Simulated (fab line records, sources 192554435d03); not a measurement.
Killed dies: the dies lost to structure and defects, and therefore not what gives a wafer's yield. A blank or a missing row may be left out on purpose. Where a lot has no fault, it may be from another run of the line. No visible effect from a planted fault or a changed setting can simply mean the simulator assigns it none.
Split-lot study + flow n5-finfet + on a route of 1938 steps: 7 lots, 39 wafers read

## SPLIT DETAILS
At N5_FIN_SAQP_HM_DEP_72 (deposits SiO2 from SiH4/N2O, target thk 12 nm, time 7.2 s), the setting target-thk-a was moved away from the recipe's 120 angstrom on 18 of the 39 wafers read, by -12.3% to +13.4%. The other wafers ran this setting at the recipe's value.

## FROM THE SPLIT TO THE READING: what the file shows between them, 4 steps
- N5_FIN_SAQP_COAT_49: time 60 s, resist thk 100 nm
- N5_FIN_SAQP_COAT_50: time 60 s, resist thk 35 nm
- N5_FIN_SAQP_ETCH_52: etches SOC in N2/H2, target depth 100 nm, overetch 20 nm, time 150 s
- N5_FIN_SAQP_STRIP_53: strips in N2/H2

## THE READING
etch.depth-nm (the simulator's own value, which no gauge read), in nm, at N5_FIN_SAQP_HM_OPEN_73 (chemistry CHF3/O2, target SiO2, stops on a-Si, target depth 12 nm, time 16.8 s). The file gives no usual value for it. Across the 21 wafers here that went through the recipe, the average is 12.00 nm and the standard deviation 0.18 nm.

| wafer  | tool, chamber at the split | target-thk-a as run, angstrom | against the recipe | etch.depth-nm, nm | against lot-mates on the recipe |
|--------|----------------------------|-------------------------------|--------------------|-------------------|---------------------------------|
| L080.1 | pecvd-03, 1                | 136.1                         | +13.4%             | 13.23             | +1.33                           |
| L080.2 | pecvd-03, 0                | 120                           | recipe             | 11.73             | -                               |
| L080.3 | pecvd-03, 2                | 120                           | recipe             | 11.95             | -                               |
| L080.4 | pecvd-03, 1                | 136.1                         | +13.4%             | 13.52             | +1.62                           |
| L080.5 | pecvd-03, 2                | 120                           | recipe             | 12.01             | -                               |
| L080.6 | pecvd-03, 0                | 136.1                         | +13.4%             | 13.55             | +1.65                           |
| L081.1 | pecvd-01, 1                | 107.9                         | -10.1%             | 10.78             | -1.22                           |
| L081.2 | pecvd-01, 0                | 120                           | recipe             | 12.04             | -                               |
| L081.3 | pecvd-01, 2                | 120                           | recipe             | 11.94             | -                               |
| L081.4 | pecvd-01, 1                | 120                           | recipe             | 12.02             | -                               |
| L081.5 | pecvd-01, 0                | 107.9                         | -10.1%             | 10.93             | -1.07                           |
| L081.6 | pecvd-01, 2                | 107.9                         | -10.1%             | 11.07             | -0.93                           |
| L083.1 | pecvd-04, 0                | 109                           | -9.2%              | 10.94             | -1.18                           |
| L083.2 | pecvd-04, 1                | 109                           | -9.2%              | 10.84             | -1.28                           |
| L083.3 | pecvd-04, 2                | 120                           | recipe             | 11.89             | -                               |
| L083.4 | pecvd-04, 1                | 120                           | recipe             | 12.12             | -                               |
| L083.5 | pecvd-04, 0                | 120                           | recipe             | 12.36             | -                               |
| L083.6 | pecvd-04, 2                | 109                           | -9.2%              | 11.05             | -1.07                           |
| L084.1 | pecvd-04, 2                | 120                           | recipe             | 11.78             | -                               |
| L084.2 | pecvd-04, 0                | 127.4                         | +6.2%              | 12.82             | +0.91                           |
| L084.3 | pecvd-04, 1                | 127.4                         | +6.2%              | 12.7              | +0.79                           |
| L084.4 | pecvd-04, 1                | 120                           | recipe             | 11.99             | -                               |
| L084.5 | pecvd-04, 2                | 120                           | recipe             | 11.97             | -                               |
| L084.6 | pecvd-04, 0                | 127.4                         | +6.2%              | 13.01             | +1.10                           |
| L088.3 | pecvd-01, 2                | 120                           | recipe             | 12.25             | -                               |
| L088.4 | pecvd-01, 1                | 120                           | recipe             | 12.23             | -                               |
| L088.5 | pecvd-01, 2                | 120                           | recipe             | 12.29             | -                               |
| L093.1 | pecvd-04, 0                | 106.3                         | -11.4%             | 10.31             | -1.49                           |
| L093.2 | pecvd-04, 2                | 120                           | recipe             | 11.73             | -                               |
| L093.3 | pecvd-04, 1                | 120                           | recipe             | 11.78             | -                               |
| L093.4 | pecvd-04, 1                | 106.3                         | -11.4%             | 10.56             | -1.24                           |
| L093.5 | pecvd-04, 2                | 106.3                         | -11.4%             | 10.47             | -1.33                           |
| L093.6 | pecvd-04, 0                | 120                           | recipe             | 11.89             | -                               |
| L096.1 | pecvd-04, 2                | 120                           | recipe             | 11.85             | -                               |
| L096.2 | pecvd-04, 0                | 105.3                         | -12.3%             | 10.4              | -1.59                           |
| L096.3 | pecvd-04, 1                | 105.3                         | -12.3%             | 10.48             | -1.51                           |
| L096.4 | pecvd-04, 0                | 120                           | recipe             | 11.97             | -                               |
| L096.5 | pecvd-04, 2                | 120                           | recipe             | 12.14             | -                               |
| L096.6 | pecvd-04, 1                | 105.3                         | -12.3%             | 10.69             | -1.30                           |

FIT RESULTS
A straight line over all 39 wafers: etch.depth-nm changes by +0.118 nm for each +1% of target-thk-a; r = +0.98; the points scatter about the line by 0.18 nm.
The same after taking each lot's own level away (the mean of its wafers on the recipe; 39 wafers): +0.119 nm for each +1%; r = +0.99; scatter 0.14 nm.
According to that fit, moving target-thk-a by its largest amount changes the reading by 1.6 nm.
The span of the lots' own levels, 11.800 to 12.257 nm, comes to 2.6 times the standard deviation stated above.
So the lot-to-lot level changes the slope little: the two slopes agree.
Check: with one of the wafers moved furthest among these (+13.4%) left out of the fit, the line predicts +1.66 nm for it against its lot-mates. Against them it came out at +1.33 nm.

## THE WHOLE CHAIN: every reading that the file lists as answering this split, in the file's order
| step                   | what it does                                                                   | reading                                                                            | change (the file's fit)               | r (the file's) |
|------------------------|--------------------------------------------------------------------------------|------------------------------------------------------------------------------------|---------------------------------------|----------------|
| N5_FIN_SAQP_HM_DEP_72  | deposits SiO2 from SiH4/N2O, target thk 12 nm, time 7.2 s                      | SiO2_of_FIN_SAQP_HM_DEP_72.thk-nm (the simulator's own value, which no gauge read) | +0.119 nm for each +1% of the setting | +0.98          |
| N5_FIN_SAQP_HM_OPEN_73 | chemistry CHF3/O2, target SiO2, stops on a-Si, target depth 12 nm, time 16.8 s | etch.depth-nm (the simulator's own value, which no gauge read)                     | +0.119 nm for each +1% of the setting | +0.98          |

## FILE'S OWN FIT
etch.depth-nm changes by +0.119 nm for each +1% of target-thk-a, r = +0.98.
